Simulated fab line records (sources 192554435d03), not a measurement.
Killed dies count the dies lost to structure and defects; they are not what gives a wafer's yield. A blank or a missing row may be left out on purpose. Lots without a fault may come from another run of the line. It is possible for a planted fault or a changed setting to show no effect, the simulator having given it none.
fab line records ; flow n5Finfet ; part 1 of 2: steps 1 to 19 of 31
[record] lots = 5; wafers = 15; lastDay = 17
route steps=1938 shown HKMG_FIN@396
lots that met no fault: taken from a fault-free run of the same line
startH: hours from the record's first day to the start of the lot's first wafer shown ; waitH: hours since the lot's step before ; " same as the row above ; L1.1+2: several wafers, shown together as one row ; - no value, or no start was given ; * or withheld: withheld ; < > ~ a bound
route shown NAME@n: a module of which the file shows steps, and the number in the route of the first ; usual: average and standard deviation across the fault-free wafers ; same: alike in all rows ; chamber/n: place in a boat ; sites: per-site readings ; _std_site: the standard deviation of these ; _edge_site: inner sites' mean taken away from outer sites' mean ; radiusMm: for every site, how far away it sits from the centre of the wafer ; mask NAME#n: copy n ; behind: the last tool/chamber to shape the wafer ; hold: reason for holding the lot/hours on hold/outcome of the hold ; device: whichever transistor did not switch (one of n, p or np) ; end of line: the tests these same wafers got at the end of their route ; a step given without rows: its recipe and nothing more ; killed: at the first sort, the dies lost to defects and structure; wafer yield is something else ; map: per-die view of a wafer (x killed, . not killed, _ where there is no die)
set.NAME: the setting that was run; set.NAME@STEP: the one run at that earlier step ; model.NAME: the simulator's own value behind a step, which no gauge read
certain route steps with their lots: each step a table, each wafer a row
services: the hour from which a tool's chamber was out of use, counted from the record's first day as startH (under 0 if before that day), plus the number of hours and why
[[steps]]
[step N5_HKMG_FIN_PEB_47]
[recipe] pebTempC = withheld; pebTimeS = 60; resist = CAR-ArF
lot.wafer;tool;chamber;startH;waitH
L078.1+3+4;lithoTrack-02;0;99.63;0.1
L079.1+2+6;lithoTrack-02;0;113.11;0.1
L090.1+2+6;lithoTrack-04;0;176.23;0.1
L093.1+5+6;lithoTrack-04;0;186.68;0.1
L094.2+3+4;lithoTrack-02;0;196.58;0.0
[step N5_HKMG_FIN_DEVELOP_48]
[recipe] developTimeS = 30; developer = TMAH; resist = CAR-ArF; rinseLiquid = diw; dry = airSpin; devTempC = 23
lot.wafer;tool;chamber;startH;waitH
L078.1+3+4;lithoTrack-02;0;-;-
L079.1+2+6;lithoTrack-02;0;-;-
L090.1+2+6;lithoTrack-04;0;-;-
L093.1+5+6;lithoTrack-04;0;-;-
L094.2+3+4;lithoTrack-02;0;-;-
[step N5_HKMG_FIN_CD_MEAS_49]
[recipe] targetCdNm = 202; landingEnergyEv = 500; detector = seInlens; polarity = opening
[usual] cdNm = 201.8/0.72
lot.wafer;tool;chamber;startH;waitH;cdNm
L078.1;cdSem-02;0;99.70;-;203.0
L078.3;cdSem-02;0;99.70;-;202.2
L078.4;cdSem-02;0;99.70;-;201.9
L079.1;cdSem-01;0;113.18;-;201.5
L079.2;cdSem-01;0;113.18;-;200.7
L079.6;cdSem-01;0;113.18;-;201.1
L090.1;cdSem-03;0;176.30;-;202.9
L090.2;cdSem-03;0;176.30;-;201.6
L090.6;cdSem-03;0;176.30;-;201.8
L093.1;cdSem-02;0;186.75;-;202.2
L093.5;cdSem-02;0;186.75;-;201.6
L093.6;cdSem-02;0;186.75;-;201.8
L094.2;cdSem-03;0;196.65;-;200.9
L094.3;cdSem-03;0;196.65;-;200.6
L094.4;cdSem-03;0;196.65;-;202.4
[step N5_HKMG_FIN_OVL_MEAS_50]
[recipe] pointsPerWafer = 44
[usual] NDIPOLE_OVL = -0.1/0.67
lot.wafer;tool;chamber;startH;waitH;NDIPOLE_OVL[nm]
L078.1;overlay-01;0;99.73;0.0;0.1
L078.3;overlay-01;0;99.73;0.0;0.0
L078.4;overlay-01;0;99.73;0.0;-0.4
L079.1;overlay-01;0;113.21;0.0;-0.9
L079.2;overlay-01;0;113.21;0.0;-0.2
L079.6;overlay-01;0;113.21;0.0;-0.3
L090.1;overlay-01;0;176.33;0.0;-0.6
L090.2;overlay-01;0;176.33;0.0;-0.8
L090.6;overlay-01;0;176.33;0.0;0.1
L093.1;overlay-02;0;186.78;0.0;0.5
L093.5;overlay-02;0;186.78;0.0;-0.2
L093.6;overlay-02;0;186.78;0.0;0.9
L094.2;overlay-02;0;196.68;0.0;0.2
L094.3;overlay-02;0;196.68;0.0;0.1
L094.4;overlay-02;0;196.68;0.0;0.5
[step N5_HKMG_FIN_INSPECT_61]
[recipe] mode = adi; inspectInstrument = macro
[usual] rawDefectCount = 2.0/1.5
lot.wafer;tool;chamber;startH;waitH;rawDefectCount
L078.1;defectInspect-02;-;99.75;0.0;4
L078.3;defectInspect-02;-;99.75;0.0;2
L078.4;defectInspect-02;-;99.75;0.0;1
L079.1;defectInspect-02;-;113.23;0.0;4
L079.2;defectInspect-02;-;113.23;0.0;1
L079.6;defectInspect-02;-;113.23;0.0;2
L090.1;defectInspect-02;-;176.35;0.0;2
L090.2;defectInspect-02;-;176.35;0.0;2
L090.6;defectInspect-02;-;176.35;0.0;3
L093.1;defectInspect-01;-;186.80;0.0;3
L093.5;defectInspect-01;-;186.80;0.0;3
L093.6;defectInspect-01;-;186.80;0.0;2
L094.2;defectInspect-02;-;196.70;0.0;1
L094.3;defectInspect-02;-;196.70;0.0;2
L094.4;defectInspect-02;-;196.70;0.0;1
[step N5_HKMG_FIN_DESCUM_53]
[recipe] chemistry = O2; timeS = 7.9; sourcePowerW = 50; biasPowerW = 20; pressureMtorr = 20; rfFrequencyHz = 2.712e+07; tempC = 40; resist = CAR-ArF; o2FlowSccm = 225
[usual] drypumpMotorCurrentA = 5.6/0.55; oesProductAu = 0.83/0.067; rfVppV = 243.1/1.3; showerheadPlenumPTorr = 2.09/0.065; tempC = 40.01/0.1; throttleValvePct = 20.39/0.25
lot.wafer;tool;chamber;startH;waitH;drypumpMotorCurrentA;oesProductAu;rfHoursCounterH;rfVppV;showerheadPlenumPTorr;tempC;throttleValvePct
L078.1;rieDiel-06;0;99.79;0.0;6.2;0.92;16;241.1;2.04;39.95;20.40
L078.3;rieDiel-06;3;99.79;0.0;6.6;0.82;67;243.1;2.13;40.00;20.57
L078.4;rieDiel-06;1;99.79;0.0;4.8;0.76;138;242.2;2.03;40.03;20.68
L079.1;rieDiel-03;3;113.27;0.0;6.0;0.79;112;242.0;2.10;40.00;20.11
L079.2;rieDiel-03;1;113.27;0.0;6.1;0.93;23;243.3;2.14;39.95;20.14
L079.6;rieDiel-03;3;113.27;0.0;6.0;0.79;-;243.2;2.10;39.98;20.10
L090.1;rieDiel-06;2;176.39;0.0;5.4;0.81;94;242.8;2.02;40.00;20.33
L090.2;rieDiel-06;3;176.39;0.0;6.6;0.79;91;243.8;2.12;40.05;20.63
L090.6;rieDiel-06;3;176.39;0.0;6.6;0.78;-;244.1;2.12;39.90;20.63
L093.1;rieDiel-02;1;187.18;0.4;5.1;0.86;41;243.1;2.04;40.24;20.37
L093.5;rieDiel-02;2;187.18;0.4;5.1;0.90;-;240.7;2.04;39.96;20.62
L093.6;rieDiel-02;3;187.18;0.4;5.4;0.77;-;244.8;2.20;39.93;20.60
L094.2;rieDiel-02;1;196.74;0.0;5.0;0.86;43;241.0;2.03;40.06;20.36
L094.3;rieDiel-02;2;196.74;0.0;5.1;0.89;33;241.7;2.04;39.95;20.62
L094.4;rieDiel-02;0;196.74;0.0;5.4;0.73;160;242.1;2.07;40.09;20.48
[step N5_HKMG_FIN_ETCH_54]
[recipe] chemistry = CF4; target = SiARC; targetDepthA = 455; maskMaterial = CAR-ArF; timeS = 75.8; ionEnergyEv = 80; pressureMtorr = 40; sourceW = 545; biasW = 36; Ar_flow_sccm = 100; cf4FlowSccm = 100; ends = cleared
[usual] drypumpMotorCurrentA = 5.6/0.55; etchRfOnTimeS = 76.5/1.9; oesProductAu = 0.70/0.056; rfVppV = 184.1/1.1; showerheadPlenumPTorr = 2.14/0.058; throttleValvePct = 15.55/0.23
lot.wafer;tool;chamber;startH;waitH;drypumpMotorCurrentA;etchRfOnTimeS;oesProductAu;rfHoursCounterH;rfVppV;showerheadPlenumPTorr;throttleValvePct
L078.1;rieDiel-06;0;99.82;0.0;6.2;75.6;0.79;16;184.6;2.11;15.61
L078.3;rieDiel-06;3;99.82;0.0;6.6;74.7;0.71;67;183.7;2.17;15.64
L078.4;rieDiel-06;1;99.82;0.0;4.8;76.6;0.64;138;183.7;2.06;15.67
L079.1;rieDiel-03;3;113.30;0.0;6.0;74.5;0.66;112;184.4;2.15;15.32
L079.2;rieDiel-03;1;113.30;0.0;6.1;78.5;0.77;23;185.1;2.20;15.35
L079.6;rieDiel-03;3;113.30;0.0;6.0;73.7;0.67;-;183.9;2.15;15.31
L090.1;rieDiel-06;2;176.42;0.0;5.4;79.8;0.69;94;182.4;2.09;15.63
L090.2;rieDiel-06;3;176.42;0.0;6.6;75.5;0.68;91;185.4;2.16;15.72
L090.6;rieDiel-06;3;176.42;0.0;6.6;76.4;0.67;-;185.4;2.16;15.68
L093.1;rieDiel-02;1;187.21;0.0;5.1;79.6;0.71;41;183.5;2.10;15.61
L093.5;rieDiel-02;2;187.21;0.0;5.1;73.9;0.77;-;182.8;2.09;15.65
L093.6;rieDiel-02;3;187.21;0.0;5.4;76.8;0.65;-;185.2;2.23;15.70
L094.2;rieDiel-02;1;196.77;0.0;5.0;79.9;0.71;43;183.5;2.10;15.62
L094.3;rieDiel-02;2;196.77;0.0;5.1;74.3;0.77;33;183.4;2.09;15.66
L094.4;rieDiel-02;0;196.77;0.0;5.4;78.5;0.61;160;184.6;2.15;15.86
[step N5_HKMG_FIN_ETCH_55]
[recipe] chemistry = N2/H2; target = SOC; targetDepthA = 2400; tempC = 40; timeS = 300; ionEnergyEv = 200; maskMaterial = SiARC; pressureMtorr = 30; sourceW = 840; biasW = 150; n2FlowSccm = 200; h2FlowSccm = 200
[usual] drypumpMotorCurrentA = 5.7/0.55; oesProductAu = 0.83/0.066; rfVppV = 523.8/2.3; showerheadPlenumPTorr = 2.54/0.078; tempC = 40.01/0.1; throttleValvePct = 17.75/0.27
lot.wafer;tool;chamber;startH;waitH;drypumpMotorCurrentA;oesProductAu;rfHoursCounterH;rfVppV;showerheadPlenumPTorr;tempC;throttleValvePct
L078.1;rieDiel-06;0;99.88;0.0;6.3;0.91;16;521.7;2.49;40.01;17.73
L078.3;rieDiel-06;3;99.88;0.0;6.6;0.83;67;524.6;2.59;40.02;18.04
L078.4;rieDiel-06;1;99.88;0.0;4.9;0.77;138;519.9;2.43;40.04;17.83
L079.1;rieDiel-03;3;113.36;0.0;6.0;0.78;112;523.9;2.55;39.97;17.69
L079.2;rieDiel-03;1;113.36;0.0;6.1;0.91;23;525.2;2.60;40.28;17.50
L079.6;rieDiel-03;3;113.36;0.0;6.0;0.79;-;524.2;2.55;39.97;17.69
L090.1;rieDiel-06;2;176.48;0.0;5.5;0.80;94;519.8;2.46;40.00;17.65
L090.2;rieDiel-06;3;176.48;0.0;6.6;0.79;91;524.5;2.58;39.96;18.07
L090.6;rieDiel-06;3;176.48;0.0;6.6;0.81;-;525.6;2.58;40.10;18.08
L093.1;rieDiel-02;1;187.27;0.0;5.1;0.83;41;523.2;2.48;40.00;17.89
L093.5;rieDiel-02;2;187.27;0.0;5.1;0.90;-;522.9;2.49;39.94;18.13
L093.6;rieDiel-02;3;187.27;0.0;5.4;0.75;-;526.0;2.65;40.04;17.82
L094.2;rieDiel-02;1;196.83;0.0;5.1;0.84;44;522.1;2.48;39.97;17.89
L094.3;rieDiel-02;2;196.83;0.0;5.1;0.90;33;522.9;2.49;40.05;18.13
L094.4;rieDiel-02;0;196.83;0.0;5.4;0.72;160;524.0;2.54;39.89;18.04
[step N5_HKMG_FIN_STRIP_56]
[recipe] chemistry = N2/H2; tempC = 40; n2FlowSccm = 200; h2FlowSccm = 200; rfFrequencyHz = 6e+07
lot.wafer;tool;chamber;startH;waitH
L078.1+3+4;rieDiel-06;0,3,1;100.06;0.1
L079.1+2+6;rieDiel-03;3,1,3;113.54;0.1
L090.1+2+6;rieDiel-06;2,3,3;176.66;0.1
L093.1+5+6;rieDiel-02;1,2,3;187.45;0.1
L094.2+3+4;rieDiel-02;1,2,0;197.01;0.1
[step N5_HKMG_FIN_STRIP_57]
[recipe] chemistry = CF4; resist = SiARC; powerW = 300; biasPowerW = 75; pressureMtorr = 50; cf4FlowSccm = 150; rfFrequencyHz = 6e+07
[usual] drypumpMotorCurrentA = 5.6/0.55; oesProductAu = 0.82/0.064; rfVppV = 271.1/1.4; showerheadPlenumPTorr = 1.79/0.05; throttleValvePct = 13.50/0.22
lot.wafer;tool;chamber;startH;waitH;drypumpMotorCurrentA;oesProductAu;rfHoursCounterH;rfVppV;showerheadPlenumPTorr;throttleValvePct
L078.1;rieDiel-06;0;100.07;0.0;6.2;0.91;16;270.4;1.77;13.49
L078.3;rieDiel-06;3;100.07;0.0;6.6;0.81;67;272.4;1.81;13.57
L078.4;rieDiel-06;1;100.07;0.0;4.9;0.75;138;271.5;1.72;13.64
L079.1;rieDiel-03;3;113.55;0.0;6.0;0.76;112;270.1;1.80;13.29
L079.2;rieDiel-03;1;113.55;0.0;6.1;0.92;23;270.7;1.84;13.30
L079.6;rieDiel-03;3;113.55;0.0;6.0;0.76;-;270.8;1.80;13.31
L090.1;rieDiel-06;2;176.67;0.0;5.4;0.83;94;270.7;1.76;13.60
L090.2;rieDiel-06;3;176.67;0.0;6.6;0.79;91;270.8;1.81;13.63
L090.6;rieDiel-06;3;176.67;0.0;6.6;0.79;-;272.2;1.81;13.64
L093.1;rieDiel-02;1;187.46;0.0;5.0;0.86;41;271.2;1.75;13.50
L093.5;rieDiel-02;2;187.46;0.0;5.1;0.88;-;270.2;1.75;13.57
L093.6;rieDiel-02;3;187.46;0.0;5.4;0.76;-;274.2;1.87;13.70
L094.2;rieDiel-02;1;197.02;0.0;5.0;0.84;44;269.9;1.75;13.50
L094.3;rieDiel-02;2;197.02;0.0;5.1;0.89;33;271.2;1.75;13.57
L094.4;rieDiel-02;0;197.02;0.0;5.4;0.73;160;271.2;1.80;13.84
[step N5_HKMG_FIN_ETCH_58]
[recipe] chemistry = N2/H2; target = SOC; targetDepthA = 2158; ionEnergyEv = 50; biasW = 13; timeS = 741; pressureMtorr = 30; sourceW = 875; n2FlowSccm = 200; h2FlowSccm = 200
[usual] drypumpMotorCurrentA = 5.7/0.55; oesProductAu = 0.82/0.066; rfVppV = 99.1/0.99; showerheadPlenumPTorr = 2.54/0.078; throttleValvePct = 17.71/0.27
lot.wafer;tool;chamber;startH;waitH;drypumpMotorCurrentA;oesProductAu;rfHoursCounterH;rfVppV;showerheadPlenumPTorr;throttleValvePct
L078.1;rieDiel-06;0;100.09;0.0;6.2;0.90;17;101.6;2.49;17.70
L078.3;rieDiel-06;3;100.09;0.0;6.6;0.82;67;100.0;2.59;18.00
L078.4;rieDiel-06;1;100.09;0.0;4.9;0.76;138;97.2;2.43;17.79
L079.1;rieDiel-03;3;113.57;0.0;6.0;0.78;112;99.1;2.55;17.63
L079.2;rieDiel-03;1;113.57;0.0;6.1;0.91;23;99.7;2.60;17.47
L079.6;rieDiel-03;3;113.57;0.0;6.0;0.78;-;100.1;2.55;17.65
L090.1;rieDiel-06;2;176.69;0.0;5.4;0.80;94;98.2;2.46;17.63
L090.2;rieDiel-06;3;176.69;0.0;6.6;0.80;92;99.0;2.58;18.04
L090.6;rieDiel-06;3;176.69;0.0;6.6;0.79;-;98.7;2.58;18.02
L093.1;rieDiel-02;1;187.48;0.0;5.1;0.84;41;99.5;2.48;17.82
L093.5;rieDiel-02;2;187.48;0.0;5.1;0.91;-;99.4;2.49;18.07
L093.6;rieDiel-02;3;187.48;0.0;5.4;0.76;-;98.2;2.65;17.77
L094.2;rieDiel-02;1;197.04;0.0;5.0;0.83;44;97.9;2.48;17.85
L094.3;rieDiel-02;2;197.04;0.0;5.1;0.90;34;98.7;2.49;18.06
L094.4;rieDiel-02;0;197.04;0.0;5.4;0.72;160;98.5;2.54;17.99
[step N5_HKMG_FIN_STRIP_93]
[recipe] chemistry = N2/H2; material = SOC; timeS = 20; powerW = 500; tempC = 40; pressureMtorr = 50; rfFrequencyHz = 6e+07; biasPowerW = 8; h2Frac = 0.5; n2FlowSccm = 300; h2FlowSccm = 300
[usual] drypumpMotorCurrentA = 5.7/0.55; oesProductAu = 0.82/0.066; rfVppV = 54.3/0.91; showerheadPlenumPTorr = 3.35/0.1; tempC = 39.97/0.11; throttleValvePct = 18.9/0.49
lot.wafer;tool;chamber;startH;waitH;drypumpMotorCurrentA;oesProductAu;rfHoursCounterH;rfVppV;showerheadPlenumPTorr;tempC;throttleValvePct
L078.1;rieDiel-06;0;100.52;0.2;6.3;0.92;17;56.3;3.29;40.04;18.6
L078.3;rieDiel-06;3;100.52;0.2;6.6;0.83;67;53.7;3.41;39.88;19.5
L078.4;rieDiel-06;1;100.52;0.2;4.9;0.77;139;53.7;3.21;39.78;18.9
L079.1;rieDiel-03;3;113.99;0.2;6.0;0.78;113;55.3;3.37;39.90;19.4
L079.2;rieDiel-03;1;113.99;0.2;6.1;0.90;23;54.5;3.43;40.07;18.7
L079.6;rieDiel-03;3;113.99;0.2;6.0;0.79;-;56.6;3.37;39.87;19.4
L090.1;rieDiel-06;2;177.12;0.2;5.4;0.79;95;53.1;3.25;39.90;18.5
L090.2;rieDiel-06;3;177.12;0.2;6.6;0.79;92;52.9;3.40;39.84;19.5
L090.6;rieDiel-06;3;177.12;0.2;6.6;0.79;-;55.8;3.40;39.84;19.5
L093.1;rieDiel-02;1;187.90;0.2;5.1;0.84;41;53.5;3.28;40.06;19.1
L093.5;rieDiel-02;2;187.90;0.2;5.1;0.91;-;53.7;3.30;39.84;19.7
L093.6;rieDiel-02;3;187.90;0.2;5.4;0.76;-;54.1;3.49;39.95;18.7
L094.2;rieDiel-02;1;197.46;0.2;5.1;0.84;44;56.3;3.28;39.87;19.1
L094.3;rieDiel-02;2;197.46;0.2;5.2;0.92;34;54.6;3.30;39.80;19.7
L094.4;rieDiel-02;0;197.46;0.2;5.4;0.71;160;55.4;3.35;40.13;19.3
[step N5_HKMG_FIN_WET_ETCH_76]
[recipe] chemistry = dNH4OH; mix = 1:50; tempC = 25; target = Al2O3; stopOn = La2O3; targetDepthNm = 2.25; dry = ipaMarangoni; rinseTimeS = 30; rinseTempC = 23
[usual] tempC = 24.99/0.11
lot.wafer;tool;chamber;startH;waitH;tempC
L078.1;wetBench-04;2;100.60;0.1;24.89
L078.3;wetBench-04;3;100.60;0.1;25.16
L078.4;wetBench-04;1;100.60;0.1;24.98
L079.1;wetBench-05;6;114.08;0.1;25.11
L079.2;wetBench-05;1;114.08;0.1;25.03
L079.6;wetBench-05;2;114.08;0.1;24.72
L090.1;wetBench-04;0;177.20;0.1;24.86
L090.2;wetBench-04;3;177.20;0.1;25.17
L090.6;wetBench-04;7;177.20;0.1;25.12
L093.1;wetBench-04;2;187.99;0.1;25.09
L093.5;wetBench-04;1;187.99;0.1;24.85
L093.6;wetBench-04;3;187.99;0.1;25.03
L094.2;wetBench-04;6;197.55;0.1;24.85
L094.3;wetBench-04;3;197.55;0.1;24.99
L094.4;wetBench-04;4;197.55;0.1;25.12
[step N5_HKMG_FIN_STRIP_60]
[recipe] chemistry = N2/H2; powerW = 2500; tempC = 300; h2Frac = 0.65; timeS = 360; pressureMtorr = withheld; n2FlowSccm = 1750; h2FlowSccm = 3250
[usual] drypumpMotorCurrentA = 5.6/0.36; heaterPowerW = 438/17; tempC = 300.01/0.19
lot.wafer;tool;chamber;startH;waitH;drypumpMotorCurrentA;heaterPowerW;rfHoursCounterH;tempC
L078.1;plasmaAsher-01;1;100.67;0.0;5.4;397;44;300.22
L078.3;plasmaAsher-01;1;100.67;0.0;5.4;408;-;299.88
L078.4;plasmaAsher-01;0;100.67;0.0;6.1;446;-;300.03
L079.1;plasmaAsher-02;1;114.14;0.0;5.1;445;93;300.04
L079.2;plasmaAsher-02;0;114.14;0.0;5.8;448;93;299.79
L079.6;plasmaAsher-02;1;114.14;0.0;5.1;450;-;300.15
L090.1;plasmaAsher-01;1;177.27;0.0;5.4;407;54;300.00
L090.2;plasmaAsher-01;0;177.27;0.0;6.1;447;54;300.27
L090.6;plasmaAsher-01;1;177.27;0.0;5.4;402;-;300.09
L093.1;plasmaAsher-01;1;188.05;0.0;5.4;412;57;299.91
L093.5;plasmaAsher-01;1;188.05;0.0;5.4;412;-;299.88
L093.6;plasmaAsher-01;0;188.05;0.0;6.1;444;-;299.56
L094.2;plasmaAsher-02;1;197.61;0.0;5.1;443;114;299.97
L094.3;plasmaAsher-02;0;197.61;0.0;5.8;439;-;300.19
L094.4;plasmaAsher-02;1;197.61;0.0;5.1;446;-;299.73
[step N5_HKMG_FIN_WET_ETCH_77]
[recipe] chemistry = dHCl; mix = 1:10000; tempC = 25; target = La2O3; stopOn = HfO2; targetDepthNm = 2
[usual] tempC = 25.00/0.1
lot.wafer;tool;chamber;startH;waitH;tempC
L078.1;wetBench-05;2;101.05;0.3;24.98
L078.3;wetBench-05;0;101.05;0.3;25.07
L078.4;wetBench-05;4;101.05;0.3;24.90
L079.1;wetBench-03;3;114.53;0.3;24.95
L079.2;wetBench-03;1;114.53;0.3;24.94
L079.6;wetBench-03;2;114.53;0.3;24.99
L090.1;wetBench-03;7;177.66;0.3;25.02
L090.2;wetBench-03;1;177.66;0.3;24.96
L090.6;wetBench-03;3;177.66;0.3;24.98
L093.1;wetBench-04;2;188.44;0.3;25.07
L093.5;wetBench-04;1;188.44;0.3;25.08
L093.6;wetBench-04;6;188.44;0.3;24.99
L094.2;wetBench-05;7;198.00;0.3;25.11
L094.3;wetBench-05;0;198.00;0.3;25.08
L094.4;wetBench-05;3;198.00;0.3;24.91
[step N5_HKMG_FIN_WET_ETCH_78]
[recipe] chemistry = dNH4OH; mix = 1:50; tempC = 25; target = Al2O3; stopOn = La2O3; targetDepthNm = 4.5; dry = ipaMarangoni; rinseTimeS = 30; rinseTempC = 23
[usual] tempC = 25.00/0.1
lot.wafer;tool;chamber;startH;waitH;tempC
L078.1;wetBench-05;2;101.08;0.0;25.06
L078.3;wetBench-05;0;101.08;0.0;25.12
L078.4;wetBench-05;4;101.08;0.0;25.21
L079.1;wetBench-03;3;114.56;0.0;24.99
L079.2;wetBench-03;1;114.56;0.0;24.90
L079.6;wetBench-03;2;114.56;0.0;25.03
L090.1;wetBench-03;7;177.69;0.0;24.94
L090.2;wetBench-03;1;177.69;0.0;24.75
L090.6;wetBench-03;3;177.69;0.0;24.98
L093.1;wetBench-04;2;188.47;0.0;25.04
L093.5;wetBench-04;1;188.47;0.0;25.07
L093.6;wetBench-04;6;188.47;0.0;24.97
L094.2;wetBench-05;7;198.03;0.0;25.12
L094.3;wetBench-05;0;198.03;0.0;24.86
L094.4;wetBench-05;3;198.03;0.0;24.91
[step N5_HKMG_FIN_ALD_79]
[recipe] material = TiN; targetThkA = 15; tempC = 400; aldPrecursorFamily = TiCl4; aldCoReactant = NH3; pulseTimeS = 1; purgeTimeS = 3; coReactantPurgeTimeS = 2; coReactantPulseTimeS = 2; aldCycles = 68; pressureTorr = 3
[usual] heaterPowerW = 885/86; precursorPulseHeightRel = 1.000/0.017
[same] aldCycles = 68
lot.wafer;tool;chamber;startH;waitH;heaterPowerW;precursorPulseHeightRel
L078.1;aldMetal-03;3;101.15;0.0;973;1.011
L078.3;aldMetal-03;2;101.15;0.0;801;1.009
L078.4;aldMetal-03;0;101.15;0.0;766;0.979
L079.1;aldMetal-02;3;114.63;0.0;889;1.008
L079.2;aldMetal-02;2;114.63;0.0;853;1.005
L079.6;aldMetal-02;3;114.63;0.0;889;1.020
L090.1;aldMetal-02;0;177.76;0.0;806;0.992
L090.2;aldMetal-02;2;177.76;0.0;873;0.997
L090.6;aldMetal-02;1;177.76;0.0;952;1.015
L093.1;aldMetal-04;1;188.54;0.0;830;0.993
L093.5;aldMetal-04;2;188.54;0.0;820;1.011
L093.6;aldMetal-04;3;188.54;0.0;906;0.994
L094.2;aldMetal-03;1;198.11;0.0;1053;0.987
L094.3;aldMetal-03;0;198.11;0.0;757;0.989
L094.4;aldMetal-03;2;198.11;0.0;806;1.008
[step N5_HKMG_FIN_CVD_62]
[recipe] material = a-Si; targetThkA = 30; tempC = 500; precursor = Si2H6; pressureTorr = 1; timeS = 20.8
[usual] heaterPowerW = 1391/94
lot.wafer;tool;chamber;startH;waitH;heaterPowerW
L078.1;thermalCvdSi-01;2;101.52;0.2;1426
L078.3;thermalCvdSi-01;1;101.52;0.2;1472
L078.4;thermalCvdSi-01;0;101.52;0.2;1386
L079.1;thermalCvdSi-02;2;115.00;0.2;1234
L079.2;thermalCvdSi-02;0;115.00;0.2;1492
L079.6;thermalCvdSi-02;2;115.00;0.2;1233
L090.1;thermalCvdSi-01;2;178.12;0.2;1380
L090.2;thermalCvdSi-01;0;178.12;0.2;1386
L090.6;thermalCvdSi-01;0;178.12;0.2;1386
L093.1;thermalCvdSi-02;0;188.90;0.2;1459
L093.5;thermalCvdSi-02;2;188.90;0.2;1203
L093.6;thermalCvdSi-02;1;188.90;0.2;1381
L094.2;thermalCvdSi-01;2;198.47;0.2;1375
L094.3;thermalCvdSi-01;2;198.47;0.2;1412
L094.4;thermalCvdSi-01;1;198.47;0.2;1533
[step N5_HKMG_FIN_RTA_80]
[recipe] tempC = withheld; timeS = 2; ambient = N2; idleTempC = 600; rampUpCPerS = 150; rampDownCPerS = 60; coolToC = 600
lot.wafer;tool;chamber;startH;waitH
L078.1+3+4;rtpAnneal-02;0;101.87;0.3
L079.1+2+6;rtpAnneal-01;0;115.31;0.3
L090.1+2+6;rtpAnneal-02;0;178.25;0.1
L093.1+5+6;rtpAnneal-02;0;189.20;0.3
L094.2+3+4;rtpAnneal-02;0;198.67;0.2
